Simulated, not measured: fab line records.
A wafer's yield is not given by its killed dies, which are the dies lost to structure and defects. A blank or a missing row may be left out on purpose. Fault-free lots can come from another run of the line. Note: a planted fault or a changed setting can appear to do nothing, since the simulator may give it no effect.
Chamber matching    flow n5_finfet    N5_FIN_SAQP_SPACER1_ALD_24 on ald_sin-01 has 4 sister chambers
The step deposits SiO2, target thk 20.3 nm, pulse time 1 s, purge time 2 s. 4 wafers are shown with their chamber, then 12 later ones without.

== WAFERS PAIRED WITH THEIR CHAMBERS ==
wafer   chamber  heater_power_w (W)
L083.1  0        429
L085.5  1        533
L088.4  2        478
L088.6  3        488

== WAFERS MISSING THEIR CHAMBER ==
wafer   heater_power_w (W)
L089.1  496
L089.4  423
L089.6  427
L090.2  524
L090.3  425
L090.4  478
L094.2  476
L094.4  546
L094.5  539
L097.3  543
L097.4  435
L097.5  497

== CHAMBER TAKEN BY EACH ==
wafer   from the rows above      in truth
L089.1  can't be placed: 3 or 2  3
L089.4  0                        0
L089.6  0                        0
L090.2  1                        1
L090.3  0                        0
L090.4  can't be placed: 2 or 3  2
L094.2  can't be placed: 2 or 3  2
L094.4  1                        1
L094.5  1                        1
L097.3  1                        1
L097.4  0                        0
L097.5  can't be placed: 3 or 2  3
Correctly placed: 8 of 12. Not placeable from these rows: 4 (in 4, the candidates include the true chamber). Placed wrongly: 0.
How it was worked out, from the rows above alone: a wafer's distance from a chamber is the root of the sum, over the readings, of the square of ((its reading less the chamber's mean) divided by the reading's scatter). If the next closest chamber is less than 2 further off than the closest, the wafer can't be placed; otherwise it belongs to the closest. The mean given for a chamber averages the wafers shown for that chamber. The scatter: root of mean squared gap, hidden wafer to nearest shown wafer, with one shown wafer a chamber.
